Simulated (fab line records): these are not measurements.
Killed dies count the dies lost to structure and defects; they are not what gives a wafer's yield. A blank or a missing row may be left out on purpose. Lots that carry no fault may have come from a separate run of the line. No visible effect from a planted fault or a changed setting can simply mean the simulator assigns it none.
fab line records || flow nand-harc
record {"lots": 13, "wafers": 39, "last-day": 34}
route steps=1302 shown P_START@1 P_ZERO_WELL@4 P_STI@92 END@1302
lots that met no fault: taken from a fault-free run of the same line
start-h: the number of hours between the record's first day and the start of the first shown wafer of the lot || wait-h: hours since the lot's step before || " unchanged from the row above || L1.1+2: a single row standing in for several wafers || - value missing, or start not given || * or withheld: withheld || < > ~ a bound
route shown NAME@n: NAME is a module with steps in the file, n the number in the route of the first one || usual: mean and standard deviation over wafers with no fault || same: alike in all rows || chamber/n: place in a boat || sites: readings site by site || _std_site: the values' standard deviation || _edge_site: mean of outer sites minus mean of inner sites || radius-mm: for every site, how far away it sits from the centre of the wafer || mask NAME#n: copy n || behind: the most recent tool/chamber to have shaped the wafer || hold: reason for holding the lot/hours on hold/outcome of the hold || device: the transistor (n, p or np) that didn't switch || end of line: tests run on the same wafers once the route is complete || step lacking rows: just its recipe || killed: dies that structure and defects cost at the first sort, which is not the same as the wafer's yield || map: dies across one wafer; x = killed, . = not, _ = none there
set.NAME: setting as actually run; set.NAME@STEP: the setting as run at that earlier step || model.NAME: the simulator's own value behind a step, which no gauge read
route steps across a sampled set of lots; one table per step, one row per wafer
services: from which hour (start-h, from the record's first day; less than 0 if before it) a tool's chamber was out of use, for how many hours, and why
## steps
# step NHARC_P_START_INSPECT_01
# usual {"raw-defect-count": "3.4/1.9"}
{"lot.wafer": "L880.1", "tool": "defect-inspect-01", "chamber": "-", "start-h": 20.04, "wait-h": "-", "raw-defect-count": 5}
{"lot.wafer": "L880.2", "tool": "defect-inspect-01", "chamber": "-", "start-h": 20.04, "wait-h": "-", "raw-defect-count": 0}
{"lot.wafer": "L880.5", "tool": "defect-inspect-01", "chamber": "-", "start-h": 20.04, "wait-h": "-", "raw-defect-count": 2}
{"lot.wafer": "L881.1", "tool": "defect-inspect-02", "chamber": "-", "start-h": 30.04, "wait-h": "-", "raw-defect-count": 2}
{"lot.wafer": "L881.3", "tool": "defect-inspect-02", "chamber": "-", "start-h": 30.04, "wait-h": "-", "raw-defect-count": 4}
{"lot.wafer": "L881.4", "tool": "defect-inspect-02", "chamber": "-", "start-h": 30.04, "wait-h": "-", "raw-defect-count": 2}
{"lot.wafer": "L885.1", "tool": "defect-inspect-02", "chamber": "-", "start-h": 70.04, "wait-h": "-", "raw-defect-count": 2}
{"lot.wafer": "L885.2", "tool": "defect-inspect-02", "chamber": "-", "start-h": 70.04, "wait-h": "-", "raw-defect-count": 3}
{"lot.wafer": "L885.6", "tool": "defect-inspect-02", "chamber": "-", "start-h": 70.04, "wait-h": "-", "raw-defect-count": 5}
{"lot.wafer": "L887.1", "tool": "defect-inspect-01", "chamber": "-", "start-h": 90.04, "wait-h": "-", "raw-defect-count": 2}
{"lot.wafer": "L887.4", "tool": "defect-inspect-01", "chamber": "-", "start-h": 90.04, "wait-h": "-", "raw-defect-count": 2}
{"lot.wafer": "L887.6", "tool": "defect-inspect-01", "chamber": "-", "start-h": 90.04, "wait-h": "-", "raw-defect-count": 1}
{"lot.wafer": "L888.1", "tool": "defect-inspect-01", "chamber": "-", "start-h": 100.04, "wait-h": "-", "raw-defect-count": 5}
{"lot.wafer": "L888.2", "tool": "defect-inspect-01", "chamber": "-", "start-h": 100.04, "wait-h": "-", "raw-defect-count": 3}
{"lot.wafer": "L888.4", "tool": "defect-inspect-01", "chamber": "-", "start-h": 100.04, "wait-h": "-", "raw-defect-count": 6}
{"lot.wafer": "L896.1", "tool": "defect-inspect-01", "chamber": "-", "start-h": 180.04, "wait-h": "-", "raw-defect-count": 4}
{"lot.wafer": "L896.4", "tool": "defect-inspect-01", "chamber": "-", "start-h": 180.04, "wait-h": "-", "raw-defect-count": 2}
{"lot.wafer": "L896.6", "tool": "defect-inspect-01", "chamber": "-", "start-h": 180.04, "wait-h": "-", "raw-defect-count": 5}
{"lot.wafer": "L897.3", "tool": "defect-inspect-01", "chamber": "-", "start-h": 190.05, "wait-h": "-", "raw-defect-count": 4}
{"lot.wafer": "L897.5", "tool": "defect-inspect-01", "chamber": "-", "start-h": 190.05, "wait-h": "-", "raw-defect-count": 1}
{"lot.wafer": "L897.6", "tool": "defect-inspect-01", "chamber": "-", "start-h": 190.05, "wait-h": "-", "raw-defect-count": 4}
{"lot.wafer": "L898.1", "tool": "defect-inspect-01", "chamber": "-", "start-h": 200.04, "wait-h": "-", "raw-defect-count": 2}
{"lot.wafer": "L898.5", "tool": "defect-inspect-01", "chamber": "-", "start-h": 200.04, "wait-h": "-", "raw-defect-count": 2}
{"lot.wafer": "L898.6", "tool": "defect-inspect-01", "chamber": "-", "start-h": 200.04, "wait-h": "-", "raw-defect-count": 2}
{"lot.wafer": "L899.2", "tool": "defect-inspect-02", "chamber": "-", "start-h": 210.04, "wait-h": "-", "raw-defect-count": 1}
{"lot.wafer": "L899.3", "tool": "defect-inspect-02", "chamber": "-", "start-h": 210.04, "wait-h": "-", "raw-defect-count": 2}
{"lot.wafer": "L899.6", "tool": "defect-inspect-02", "chamber": "-", "start-h": 210.04, "wait-h": "-", "raw-defect-count": 2}
{"lot.wafer": "L900.2", "tool": "defect-inspect-01", "chamber": "-", "start-h": 220.04, "wait-h": "-", "raw-defect-count": 3}
{"lot.wafer": "L900.5", "tool": "defect-inspect-01", "chamber": "-", "start-h": 220.04, "wait-h": "-", "raw-defect-count": 5}
{"lot.wafer": "L900.6", "tool": "defect-inspect-01", "chamber": "-", "start-h": 220.04, "wait-h": "-", "raw-defect-count": 3}
{"lot.wafer": "L901.2", "tool": "defect-inspect-01", "chamber": "-", "start-h": 230.04, "wait-h": "-", "raw-defect-count": 2}
{"lot.wafer": "L901.3", "tool": "defect-inspect-01", "chamber": "-", "start-h": 230.04, "wait-h": "-", "raw-defect-count": 4}
{"lot.wafer": "L901.6", "tool": "defect-inspect-01", "chamber": "-", "start-h": 230.04, "wait-h": "-", "raw-defect-count": 9}
{"lot.wafer": "L902.1", "tool": "defect-inspect-02", "chamber": "-", "start-h": 240.04, "wait-h": "-", "raw-defect-count": 3}
{"lot.wafer": "L902.3", "tool": "defect-inspect-02", "chamber": "-", "start-h": 240.04, "wait-h": "-", "raw-defect-count": 8}
{"lot.wafer": "L902.6", "tool": "defect-inspect-02", "chamber": "-", "start-h": 240.04, "wait-h": "-", "raw-defect-count": 2}
{"lot.wafer": "L903.2", "tool": "defect-inspect-01", "chamber": "-", "start-h": 250.04, "wait-h": "-", "raw-defect-count": 2}
{"lot.wafer": "L903.5", "tool": "defect-inspect-01", "chamber": "-", "start-h": 250.04, "wait-h": "-", "raw-defect-count": 3}
{"lot.wafer": "L903.6", "tool": "defect-inspect-01", "chamber": "-", "start-h": 250.04, "wait-h": "-", "raw-defect-count": 3}
# step NHARC_P_ZERO_WELL_PECVD_02
# recipe {"target-thk-a": 100, "temp-c": 400, "pressure-torr": 6.5, "rf-w": "withheld", "teos-flow-sccm": "withheld", "flow-sccm": 2650, "target-thk-nm": 10, "gas": "O2", "material": "SiO2"}
{"lot.wafer": "L880.2+1+5", "tool": "pecvd-01", "chamber": "0,1,1", "start-h": 20.46, "wait-h": "-"}
{"lot.wafer": "L881.1+3+4", "tool": "pecvd-03", "chamber": "1,2,2", "start-h": 30.45, "wait-h": "-"}
{"lot.wafer": "L885.2+1+6", "tool": "pecvd-03", "chamber": "1,2,0", "start-h": 70.48, "wait-h": "-"}
{"lot.wafer": "L887.1+4+6", "tool": "pecvd-01", "chamber": "0,2,0", "start-h": 90.48, "wait-h": "-"}
{"lot.wafer": "L888.1+2+4", "tool": "pecvd-03", "chamber": "0,1,2", "start-h": 100.44, "wait-h": "-"}
{"lot.wafer": "L896.1+4+6", "tool": "pecvd-03", "chamber": "2,1,2", "start-h": 180.48, "wait-h": "-"}
{"lot.wafer": "L897.3+5+6", "tool": "pecvd-01", "chamber": "1,0,1", "start-h": 190.53, "wait-h": "-"}
{"lot.wafer": "L898.1+5+6", "tool": "pecvd-03", "chamber": "0,2,0", "start-h": 200.48, "wait-h": "-"}
{"lot.wafer": "L899.2+3+6", "tool": "pecvd-03", "chamber": "1,2,1", "start-h": 210.48, "wait-h": "-"}
{"lot.wafer": "L900.2+5+6", "tool": "pecvd-03", "chamber": "0,0,1", "start-h": 220.51, "wait-h": "-"}
{"lot.wafer": "L901.2+3+6", "tool": "pecvd-04", "chamber": "0,2,2", "start-h": 230.46, "wait-h": "-"}
{"lot.wafer": "L902.1+3+6", "tool": "pecvd-04", "chamber": "0,2,0", "start-h": 240.45, "wait-h": "-"}
{"lot.wafer": "L903.2+5+6", "tool": "pecvd-03", "chamber": "1,0,2", "start-h": 250.48, "wait-h": "-"}
# step NHARC_P_ZERO_WELL_INSPECT_43
# usual {"raw-defect-count": "13/6.1"}
{"lot.wafer": "L880.1", "tool": "defect-inspect-01", "chamber": "-", "start-h": 27.67, "wait-h": 0.6, "raw-defect-count": 9}
{"lot.wafer": "L880.2", "tool": "defect-inspect-01", "chamber": "-", "start-h": 27.67, "wait-h": 0.6, "raw-defect-count": 10}
{"lot.wafer": "L880.5", "tool": "defect-inspect-01", "chamber": "-", "start-h": 27.67, "wait-h": 0.6, "raw-defect-count": 16}
{"lot.wafer": "L881.1", "tool": "defect-inspect-02", "chamber": "-", "start-h": 37.81, "wait-h": 0.6, "raw-defect-count": 13}
{"lot.wafer": "L881.3", "tool": "defect-inspect-02", "chamber": "-", "start-h": 37.81, "wait-h": 0.6, "raw-defect-count": 13}
{"lot.wafer": "L881.4", "tool": "defect-inspect-02", "chamber": "-", "start-h": 37.81, "wait-h": 0.6, "raw-defect-count": 12}
{"lot.wafer": "L885.1", "tool": "defect-inspect-01", "chamber": "-", "start-h": 78.22, "wait-h": 0.6, "raw-defect-count": 22}
{"lot.wafer": "L885.2", "tool": "defect-inspect-01", "chamber": "-", "start-h": 78.22, "wait-h": 0.6, "raw-defect-count": 14}
{"lot.wafer": "L885.6", "tool": "defect-inspect-01", "chamber": "-", "start-h": 78.22, "wait-h": 0.6, "raw-defect-count": 7}
{"lot.wafer": "L887.1", "tool": "defect-inspect-02", "chamber": "-", "start-h": 97.46, "wait-h": 0.6, "raw-defect-count": 29}
{"lot.wafer": "L887.4", "tool": "defect-inspect-02", "chamber": "-", "start-h": 97.46, "wait-h": 0.6, "raw-defect-count": 16}
{"lot.wafer": "L887.6", "tool": "defect-inspect-02", "chamber": "-", "start-h": 97.46, "wait-h": 0.6, "raw-defect-count": 8}
{"lot.wafer": "L888.1", "tool": "defect-inspect-01", "chamber": "-", "start-h": 107.80, "wait-h": 0.6, "raw-defect-count": 9}
{"lot.wafer": "L888.2", "tool": "defect-inspect-01", "chamber": "-", "start-h": 107.80, "wait-h": 0.6, "raw-defect-count": 10}
{"lot.wafer": "L888.4", "tool": "defect-inspect-01", "chamber": "-", "start-h": 107.80, "wait-h": 0.6, "raw-defect-count": 593}
{"lot.wafer": "L896.1", "tool": "defect-inspect-01", "chamber": "-", "start-h": 187.72, "wait-h": 0.6, "raw-defect-count": 27}
{"lot.wafer": "L896.4", "tool": "defect-inspect-01", "chamber": "-", "start-h": 187.72, "wait-h": 0.6, "raw-defect-count": 8}
{"lot.wafer": "L896.6", "tool": "defect-inspect-01", "chamber": "-", "start-h": 187.72, "wait-h": 0.6, "raw-defect-count": 10}
{"lot.wafer": "L897.3", "tool": "defect-inspect-02", "chamber": "-", "start-h": 197.49, "wait-h": 0.3, "raw-defect-count": 8}
{"lot.wafer": "L897.5", "tool": "defect-inspect-02", "chamber": "-", "start-h": 197.49, "wait-h": 0.3, "raw-defect-count": 4}
{"lot.wafer": "L897.6", "tool": "defect-inspect-02", "chamber": "-", "start-h": 197.49, "wait-h": 0.3, "raw-defect-count": 8}
{"lot.wafer": "L898.1", "tool": "defect-inspect-01", "chamber": "-", "start-h": 207.63, "wait-h": 0.6, "raw-defect-count": 13}
{"lot.wafer": "L898.5", "tool": "defect-inspect-01", "chamber": "-", "start-h": 207.63, "wait-h": 0.6, "raw-defect-count": 15}
{"lot.wafer": "L898.6", "tool": "defect-inspect-01", "chamber": "-", "start-h": 207.63, "wait-h": 0.6, "raw-defect-count": 9}
{"lot.wafer": "L899.2", "tool": "defect-inspect-01", "chamber": "-", "start-h": 218.08, "wait-h": 0.5, "raw-defect-count": 21}
{"lot.wafer": "L899.3", "tool": "defect-inspect-01", "chamber": "-", "start-h": 218.08, "wait-h": 0.5, "raw-defect-count": 16}
{"lot.wafer": "L899.6", "tool": "defect-inspect-01", "chamber": "-", "start-h": 218.08, "wait-h": 0.5, "raw-defect-count": 9}
{"lot.wafer": "L900.2", "tool": "defect-inspect-02", "chamber": "-", "start-h": 228.51, "wait-h": 0.9, "raw-defect-count": 11}
{"lot.wafer": "L900.5", "tool": "defect-inspect-02", "chamber": "-", "start-h": 228.51, "wait-h": 0.9, "raw-defect-count": 4}
{"lot.wafer": "L900.6", "tool": "defect-inspect-02", "chamber": "-", "start-h": 228.51, "wait-h": 0.9, "raw-defect-count": 11}
{"lot.wafer": "L901.2", "tool": "defect-inspect-02", "chamber": "-", "start-h": 237.44, "wait-h": 0.5, "raw-defect-count": 15}
{"lot.wafer": "L901.3", "tool": "defect-inspect-02", "chamber": "-", "start-h": 237.44, "wait-h": 0.5, "raw-defect-count": 12}
{"lot.wafer": "L901.6", "tool": "defect-inspect-02", "chamber": "-", "start-h": 237.44, "wait-h": 0.5, "raw-defect-count": 14}
{"lot.wafer": "L902.1", "tool": "defect-inspect-02", "chamber": "-", "start-h": 247.59, "wait-h": 0.6, "raw-defect-count": 25}
{"lot.wafer": "L902.3", "tool": "defect-inspect-02", "chamber": "-", "start-h": 247.59, "wait-h": 0.6, "raw-defect-count": 16}
{"lot.wafer": "L902.6", "tool": "defect-inspect-02", "chamber": "-", "start-h": 247.59, "wait-h": 0.6, "raw-defect-count": 7}
{"lot.wafer": "L903.2", "tool": "defect-inspect-02", "chamber": "-", "start-h": 257.84, "wait-h": 0.5, "raw-defect-count": 16}
{"lot.wafer": "L903.5", "tool": "defect-inspect-02", "chamber": "-", "start-h": 257.84, "wait-h": 0.5, "raw-defect-count": 25}
{"lot.wafer": "L903.6", "tool": "defect-inspect-02", "chamber": "-", "start-h": 257.84, "wait-h": 0.5, "raw-defect-count": 20}
# step NHARC_P_STI_OCD_MEAS_17
# usual {"trench-depth-nm": "301/5.9", "trench-foot-cd-nm": "158.8/2.7"}
{"lot.wafer": "L880.1", "tool": "ocd-02", "chamber": "-", "start-h": 44.49, "wait-h": 0.1, "trench-depth-nm": 291, "trench-foot-cd-nm": 157.9}
{"lot.wafer": "L880.2", "tool": "ocd-02", "chamber": "-", "start-h": 44.49, "wait-h": 0.1, "trench-depth-nm": 295, "trench-foot-cd-nm": 162.0}
{"lot.wafer": "L880.5", "tool": "ocd-02", "chamber": "-", "start-h": 44.49, "wait-h": 0.1, "trench-depth-nm": 291, "trench-foot-cd-nm": 158.4}
{"lot.wafer": "L881.1", "tool": "ocd-01", "chamber": "-", "start-h": 53.98, "wait-h": 0.1, "trench-depth-nm": 294, "trench-foot-cd-nm": 157.3}
{"lot.wafer": "L881.3", "tool": "ocd-01", "chamber": "-", "start-h": 53.98, "wait-h": 0.1, "trench-depth-nm": 291, "trench-foot-cd-nm": 158.1}
{"lot.wafer": "L881.4", "tool": "ocd-01", "chamber": "-", "start-h": 53.98, "wait-h": 0.1, "trench-depth-nm": 297, "trench-foot-cd-nm": 159.0}
{"lot.wafer": "L885.1", "tool": "ocd-02", "chamber": "-", "start-h": 94.73, "wait-h": 0.1, "trench-depth-nm": 308, "trench-foot-cd-nm": 157.6}
{"lot.wafer": "L885.2", "tool": "ocd-02", "chamber": "-", "start-h": 94.73, "wait-h": 0.1, "trench-depth-nm": 299, "trench-foot-cd-nm": 161.8}
{"lot.wafer": "L885.6", "tool": "ocd-02", "chamber": "-", "start-h": 94.73, "wait-h": 0.1, "trench-depth-nm": 303, "trench-foot-cd-nm": 159.8}
{"lot.wafer": "L887.1", "tool": "ocd-01", "chamber": "-", "start-h": 114.33, "wait-h": 0.1, "trench-depth-nm": 304, "trench-foot-cd-nm": 158.5}
{"lot.wafer": "L887.4", "tool": "ocd-01", "chamber": "-", "start-h": 114.33, "wait-h": 0.1, "trench-depth-nm": 296, "trench-foot-cd-nm": 157.7}
{"lot.wafer": "L887.6", "tool": "ocd-01", "chamber": "-", "start-h": 114.33, "wait-h": 0.1, "trench-depth-nm": 299, "trench-foot-cd-nm": 159.3}
{"lot.wafer": "L888.1", "tool": "ocd-02", "chamber": "-", "start-h": 124.84, "wait-h": 0.1, "trench-depth-nm": 310, "trench-foot-cd-nm": 152.7}
{"lot.wafer": "L888.2", "tool": "ocd-02", "chamber": "-", "start-h": 124.84, "wait-h": 0.1, "trench-depth-nm": 310, "trench-foot-cd-nm": 156.9}
{"lot.wafer": "L888.4", "tool": "ocd-02", "chamber": "-", "start-h": 124.84, "wait-h": 0.1, "trench-depth-nm": 295, "trench-foot-cd-nm": 157.7}
{"lot.wafer": "L896.1", "tool": "ocd-02", "chamber": "-", "start-h": 204.28, "wait-h": 0.1, "trench-depth-nm": 304, "trench-foot-cd-nm": 155.0}
{"lot.wafer": "L896.4", "tool": "ocd-02", "chamber": "-", "start-h": 204.28, "wait-h": 0.1, "trench-depth-nm": 300, "trench-foot-cd-nm": 157.6}
{"lot.wafer": "L896.6", "tool": "ocd-02", "chamber": "-", "start-h": 204.28, "wait-h": 0.1, "trench-depth-nm": 298, "trench-foot-cd-nm": 154.2}
{"lot.wafer": "L897.3", "tool": "ocd-01", "chamber": "-", "start-h": 213.12, "wait-h": 0.1, "trench-depth-nm": 287, "trench-foot-cd-nm": 159.1}
{"lot.wafer": "L897.5", "tool": "ocd-01", "chamber": "-", "start-h": 213.12, "wait-h": 0.1, "trench-depth-nm": 300, "trench-foot-cd-nm": 163.0}
{"lot.wafer": "L897.6", "tool": "ocd-01", "chamber": "-", "start-h": 213.12, "wait-h": 0.1, "trench-depth-nm": 287, "trench-foot-cd-nm": 159.3}
{"lot.wafer": "L898.1", "tool": "ocd-02", "chamber": "-", "start-h": 226.36, "wait-h": 0.1, "trench-depth-nm": 302, "trench-foot-cd-nm": 159.0}
{"lot.wafer": "L898.5", "tool": "ocd-02", "chamber": "-", "start-h": 226.36, "wait-h": 0.1, "trench-depth-nm": 299, "trench-foot-cd-nm": 157.2}
{"lot.wafer": "L898.6", "tool": "ocd-02", "chamber": "-", "start-h": 226.36, "wait-h": 0.1, "trench-depth-nm": 307, "trench-foot-cd-nm": 157.1}
{"lot.wafer": "L899.2", "tool": "ocd-02", "chamber": "-", "start-h": 236.45, "wait-h": 0.1, "trench-depth-nm": 297, "trench-foot-cd-nm": 160.6}
{"lot.wafer": "L899.3", "tool": "ocd-02", "chamber": "-", "start-h": 236.45, "wait-h": 0.1, "trench-depth-nm": 293, "trench-foot-cd-nm": 160.2}
{"lot.wafer": "L899.6", "tool": "ocd-02", "chamber": "-", "start-h": 236.45, "wait-h": 0.1, "trench-depth-nm": 301, "trench-foot-cd-nm": 160.7}
{"lot.wafer": "L900.2", "tool": "ocd-01", "chamber": "-", "start-h": 243.90, "wait-h": 0.1, "trench-depth-nm": 302, "trench-foot-cd-nm": 159.0}
{"lot.wafer": "L900.5", "tool": "ocd-01", "chamber": "-", "start-h": 243.90, "wait-h": 0.1, "trench-depth-nm": 294, "trench-foot-cd-nm": 157.2}
{"lot.wafer": "L900.6", "tool": "ocd-01", "chamber": "-", "start-h": 243.90, "wait-h": 0.1, "trench-depth-nm": 297, "trench-foot-cd-nm": 156.2}
{"lot.wafer": "L901.2", "tool": "ocd-02", "chamber": "-", "start-h": 254.97, "wait-h": 0.1, "trench-depth-nm": 288, "trench-foot-cd-nm": 161.3}
{"lot.wafer": "L901.3", "tool": "ocd-02", "chamber": "-", "start-h": 254.97, "wait-h": 0.1, "trench-depth-nm": 306, "trench-foot-cd-nm": 157.2}
{"lot.wafer": "L901.6", "tool": "ocd-02", "chamber": "-", "start-h": 254.97, "wait-h": 0.1, "trench-depth-nm": 309, "trench-foot-cd-nm": 157.9}
{"lot.wafer": "L902.1", "tool": "ocd-01", "chamber": "-", "start-h": 265.73, "wait-h": 0.1, "trench-depth-nm": 300, "trench-foot-cd-nm": 160.1}
{"lot.wafer": "L902.3", "tool": "ocd-01", "chamber": "-", "start-h": 265.73, "wait-h": 0.1, "trench-depth-nm": 302, "trench-foot-cd-nm": 158.1}
{"lot.wafer": "L902.6", "tool": "ocd-01", "chamber": "-", "start-h": 265.73, "wait-h": 0.1, "trench-depth-nm": 299, "trench-foot-cd-nm": 159.8}
{"lot.wafer": "L903.2", "tool": "ocd-02", "chamber": "-", "start-h": 275.63, "wait-h": 0.1, "trench-depth-nm": 311, "trench-foot-cd-nm": 159.4}
{"lot.wafer": "L903.5", "tool": "ocd-02", "chamber": "-", "start-h": 275.63, "wait-h": 0.1, "trench-depth-nm": 304, "trench-foot-cd-nm": 155.8}
{"lot.wafer": "L903.6", "tool": "ocd-02", "chamber": "-", "start-h": 275.63, "wait-h": 0.1, "trench-depth-nm": 313, "trench-foot-cd-nm": 159.2}
# step NHARC_END_SORT_01
# recipe {"temp-c": 25}
# usual {"killed-at-array": "58/19", "killed-at-other": "1.1/1.2", "killed-at-periphery": "3.8/2.4", "killed-dies": "63/18", "killed-open": "3.3/1.8", "killed-short": "2.2/1.6"}
# same {"gross-dies": 677}
{"lot.wafer": "L888.1", "tool": "prober-02", "chamber": 0, "start-h": 650.16, "wait-h": 2.5, "killed-at-array": 63, "killed-at-other": 2, "killed-at-periphery": 4, "killed-dies": 69, "killed-open": 4, "killed-short": 3}
{"lot.wafer": "L888.2", "tool": "prober-02", "chamber": 0, "start-h": 650.97, "wait-h": 2.8, "killed-at-array": 45, "killed-at-other": 2, "killed-at-periphery": 3, "killed-dies": 50, "killed-open": 5, "killed-short": 2}
{"lot.wafer": "L888.4", "tool": "prober-02", "chamber": 0, "start-h": 652.58, "wait-h": 3.4, "killed-at-array": 71, "killed-at-other": 0, "killed-at-periphery": 85, "killed-dies": 156, "killed-open": 4, "killed-short": 3}
# killed by level:class
L888.1 A_CHANNEL_HOLE_D1:chamber-film-flake=30 A_CHANNEL_HOLE_D2:chamber-film-flake=23 A_SLIT:chamber-film-flake=2 P_STI:geometric-particle:short=1 P_M2:geometric-particle:open=1 A_ONON_D1:geometric-particle:short=1 A_DECK1_JOINT:geometric-particle:open=1 A_DECK1_JOINT:geometric-particle:short=1
L888.2 A_CHANNEL_HOLE_D1:chamber-film-flake=24 A_CHANNEL_HOLE_D2:chamber-film-flake=13 A_CHANNEL_FILL_D2:geometric-particle:open=2 THIN_TSV:chamber-film-flake=2 P_STI:geometric-particle:open=1 A_ONON_D2:geometric-particle:short=1 A_WL_FILL:geometric-particle:short=1 A_WL_FILL:geometric-particle:open=1
L888.4 P_ZERO_WELL:unspecified=83 A_CHANNEL_HOLE_D1:chamber-film-flake=33 A_CHANNEL_HOLE_D2:chamber-film-flake=24 A_CONTACT:chamber-film-flake=4 A_SLIT:chamber-film-flake=2 P_CONTACT:geometric-particle:open=1 P_M1:geometric-particle:open=1 A_DECK1_JOINT:geometric-particle:short=1
## services
{"tool": "pecvd-03", "chamber": 2, "start-h": 2.12, "hours": 5.7, "kind": "repair"}
{"tool": "pecvd-03", "chamber": "-", "start-h": 4.00, "hours": 13.0, "kind": "pm"}
{"tool": "pecvd-03", "chamber": 0, "start-h": 4.00, "hours": 13.0, "kind": "vent-cycle"}
{"tool": "pecvd-03", "chamber": 1, "start-h": 4.00, "hours": 13.0, "kind": "vent-cycle"}
{"tool": "pecvd-01", "chamber": 2, "start-h": 12.44, "hours": 25.5, "kind": "repair"}
{"tool": "pecvd-03", "chamber": 0, "start-h": 17.00, "hours": "-", "kind": "clean"}
{"tool": "pecvd-03", "chamber": 1, "start-h": 17.00, "hours": "-", "kind": "clean"}
{"tool": "pecvd-03", "chamber": 2, "start-h": 17.00, "hours": "-", "kind": "clean"}
{"tool": "pecvd-04", "chamber": "-", "start-h": 88.25, "hours": 13.0, "kind": "pm"}
{"tool": "pecvd-04", "chamber": 0, "start-h": 103.00, "hours": 10.7, "kind": "repair"}
{"tool": "pecvd-01", "chamber": "-", "start-h": 113.22, "hours": 1.3, "kind": "repair"}
{"tool": "pecvd-01", "chamber": "-", "start-h": 130.08, "hours": 13.0, "kind": "pm"}
{"tool": "pecvd-01", "chamber": 0, "start-h": 130.08, "hours": 13.0, "kind": "vent-cycle"}
{"tool": "pecvd-03", "chamber": 1, "start-h": 158.90, "hours": 13.6, "kind": "repair"}
{"tool": "pecvd-03", "chamber": "-", "start-h": 177.07, "hours": 1.3, "kind": "repair"}
{"tool": "pecvd-01", "chamber": 1, "start-h": 181.38, "hours": 3.8, "kind": "repair"}
{"tool": "pecvd-01", "chamber": "-", "start-h": 182.49, "hours": 1.7, "kind": "repair"}
{"tool": "pecvd-03", "chamber": "-", "start-h": 185.00, "hours": 13.0, "kind": "pm"}
{"tool": "pecvd-03", "chamber": 0, "start-h": 185.00, "hours": 13.0, "kind": "vent-cycle"}
{"tool": "pecvd-03", "chamber": 1, "start-h": 185.00, "hours": 13.0, "kind": "vent-cycle"}
{"tool": "pecvd-03", "chamber": 2, "start-h": 185.00, "hours": 13.0, "kind": "vent-cycle"}
{"tool": "pecvd-03", "chamber": 0, "start-h": 198.00, "hours": "-", "kind": "clean"}
{"tool": "pecvd-03", "chamber": 1, "start-h": 198.00, "hours": "-", "kind": "clean"}
{"tool": "pecvd-03", "chamber": 2, "start-h": 198.00, "hours": "-", "kind": "clean"}
## key
first-sign {"step": "NHARC_P_ZERO_WELL_INSPECT_43", "reading": "raw-defect-count", "direction": "up", "sigmas": 95, "usual": 13, "struck": 593}
effect {"step": "NHARC_END_SORT_01", "reading": "killed-at-periphery", "direction": "up", "sigmas": 34, "usual": 3.8, "struck": 85}
more-kills-born-at {"NHARC_P_ZERO_WELL_PECVD_02@pecvd-03": 83}
met-at NHARC_P_ZERO_WELL_PECVD_02
struck-lots L888
struck-wafers L888.4
tester-left-out L888
not-acting-at NHARC_P_START_INSPECT_01,NHARC_P_STI_OCD_MEAS_17
onset-between 70.48 100.44
fault {"kind": "chamber-particle-source", "tool": "pecvd-03", "chamber": 2, "onset-h": 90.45, "steps": "NHARC_P_ZERO_WELL_PECVD_02", "rate-per-visit-cm2": 0.90423, "end-h": 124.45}
# tester-left-out: of these lots the tester's yield and bins aren't shown, on N5 and GAA mostly nor the transistor test; their killed dies are dies lost to structure and defects alone, not to doping, threshold or leakage, so they don't give the yield
